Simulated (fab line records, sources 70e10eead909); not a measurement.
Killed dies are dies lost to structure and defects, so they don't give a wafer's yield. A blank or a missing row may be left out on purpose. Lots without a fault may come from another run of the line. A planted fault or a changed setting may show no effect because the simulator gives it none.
Chamber matching | flow nand_harc | NHARC_A_STAIRCASE_DESCUM_186 on rie_diel-12: 4 sister chambers
The step chemistry O2, time 3 s. 27 wafers are shown with their chamber, then 12 later ones without.

WAFERS WITH THEIR CHAMBER
wafer  | chamber | showerhead_plenum_p_Torr (Torr) | oes_product_au (a.u.) | rf_vpp_V (V)
L074.1 | 1       | 1.98                            | 0.977                 | 57.4
L074.3 | 3       | 2.00                            | 1.019                 | 58.0
L074.5 | 2       | 1.83                            | 1.001                 | 57.5
L076.1 | 1       | 1.98                            | 0.995                 | 58.0
L076.4 | 3       | 2.00                            | 1.019                 | 58.1
L076.6 | 0       | 1.78                            | 1.015                 | 56.9
L079.1 | 3       | 2.00                            | 1.007                 | 58.2
L079.4 | 2       | 1.83                            | 0.999                 | 56.7
L079.5 | 2       | 1.83                            | 1.004                 | 58.2
L080.2 | 1       | 1.98                            | 0.988                 | 57.3
L080.4 | 0       | 1.77                            | 0.993                 | 57.4
L080.6 | 3       | 1.99                            | 1.010                 | 58.8
L083.1 | 2       | 1.82                            | 0.999                 | 57.6
L083.2 | 0       | 1.77                            | 0.985                 | 56.0
L083.3 | 1       | 1.98                            | 0.983                 | 58.3
L084.2 | 2       | 1.82                            | 1.016                 | 58.2
L084.3 | 1       | 1.97                            | 1.008                 | 58.3
L084.6 | 0       | 2.08                            | 1.004                 | 59.1
L085.4 | 2       | 1.82                            | 1.017                 | 57.7
L085.5 | 2       | 1.82                            | 1.011                 | 58.2
L085.6 | 3       | 1.99                            | 1.010                 | 57.5
L086.2 | 1       | 1.97                            | 0.986                 | 58.1
L086.5 | 1       | 1.97                            | 0.990                 | 58.6
L086.6 | 2       | 1.82                            | 1.011                 | 56.9
L087.2 | 0       | 2.07                            | 1.003                 | 58.5
L087.3 | 1       | 1.97                            | 0.997                 | 58.4
L087.6 | 2       | 1.82                            | 1.014                 | 58.0

SIGNATURES (means of the wafers above)
reading                  | chamber 0 | chamber 1 | chamber 2 | chamber 3 | scatter within a chamber
showerhead_plenum_p_Torr | 1.8940    | 1.9750    | 1.8233    | 1.9960    | 0.0691
oes_product_au           | 1.00000   | 0.99050   | 1.00800   | 1.01300   | 0.00862
rf_vpp_V                 | 57.580    | 58.050    | 57.667    | 58.120    | 0.694
Rule: a wafer's distance from a chamber is the root of the sum, over the readings, of the square of ((its reading less the chamber's mean) divided by the reading's scatter). The wafer belongs to the nearest chamber; if the next one is less than 2 further off, it can't be placed. The scatter: the root of (the sum of the squares of (reading less its chamber's mean) over the shown wafers, divided by (wafers less chambers)).

WAFERS WITHOUT THEIR CHAMBER
wafer  | showerhead_plenum_p_Torr (Torr) | oes_product_au (a.u.) | rf_vpp_V (V)
L090.2 | 1.97                            | 0.985                 | 57.7
L090.3 | 1.98                            | 1.005                 | 57.5
L090.6 | 1.97                            | 0.992                 | 58.8
L093.2 | 1.98                            | 0.998                 | 57.4
L093.3 | 1.96                            | 0.991                 | 58.4
L093.4 | 1.82                            | 1.018                 | 56.5
L094.4 | 1.98                            | 1.011                 | 57.3
L094.5 | 2.06                            | 1.006                 | 58.6
L094.6 | 1.98                            | 1.011                 | 58.3
L097.1 | 1.97                            | 1.017                 | 56.5
L097.3 | 1.81                            | 1.017                 | 56.3
L097.5 | 1.81                            | 1.020                 | 57.4

WHICH CHAMBER EACH WENT THROUGH
wafer  | from the rows above               | in truth
L090.2 | can't be placed: 1 or 0           | 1
L090.3 | can't be placed: 3 or 0 or 1 or 2 | 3
L090.6 | can't be placed: 1 or 0 or 3      | 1
L093.2 | can't be placed: 1 or 0 or 3 or 2 | 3
L093.3 | can't be placed: 1 or 0           | 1
L093.4 | can't be placed: 2 or 0 or 3      | 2
L094.4 | can't be placed: 3 or 0 or 2 or 1 | 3
L094.5 | can't be placed: 3 or 1 or 0      | 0
L094.6 | can't be placed: 3 or 0 or 1      | 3
L097.1 | can't be placed: 3 or 0 or 2 or 1 | 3
L097.3 | can't be placed: 2 or 0 or 3      | 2
L097.5 | can't be placed: 2 or 0 or 3      | 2
Placed correctly: 0 of 12. Can't be placed from these rows: 12 (the true chamber is among the candidates in 12). Placed wrongly: 0.
